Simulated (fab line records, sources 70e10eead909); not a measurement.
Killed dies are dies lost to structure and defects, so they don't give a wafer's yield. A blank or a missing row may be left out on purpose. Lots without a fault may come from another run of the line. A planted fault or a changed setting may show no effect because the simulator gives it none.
Chamber matching | flow nand_harc | NHARC_A_M0_STRIP_18 on rie_diel-10: 4 sister chambers
The step strips in N2/H2. 4 wafers are shown with their chamber, then 9 later ones without.

WAFERS WITH THEIR CHAMBER
wafer  | chamber | drypump_motor_current_A (A)
L082.4 | 0       | 6.1
L086.6 | 1       | 5.3
L087.5 | 3       | 6.6
L087.6 | 2       | 6.4

WAFERS WITHOUT THEIR CHAMBER
wafer  | drypump_motor_current_A (A)
L090.1 | 6.4
L090.2 | 6.1
L090.5 | 6.4
L093.1 | 6.5
L093.2 | 6.4
L093.5 | 6.1
L097.3 | 5.3
L097.4 | 6.1
L097.6 | 5.3

WHICH CHAMBER EACH WENT THROUGH
wafer  | from the rows above     | in truth
L090.1 | 2                       | 2
L090.2 | 0                       | 0
L090.5 | 2                       | 2
L093.1 | can't be placed: 2 or 3 | 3
L093.2 | 2                       | 2
L093.5 | 0                       | 0
L097.3 | 1                       | 1
L097.4 | 0                       | 0
L097.6 | 1                       | 1
Placed correctly: 8 of 9. Can't be placed from these rows: 1 (the true chamber is among the candidates in 1). Placed wrongly: 0.
How it was worked out, from the rows above alone: a wafer's distance from a chamber is the root of the sum, over the readings, of the square of ((its reading less the chamber's mean) divided by the reading's scatter). The wafer belongs to the nearest chamber; if the next one is less than 2 further off, it can't be placed. A chamber's mean is the mean of its shown wafers. The scatter: with one shown wafer a chamber, the root of the mean of the squares of how far each hidden wafer lies from its nearest shown one.
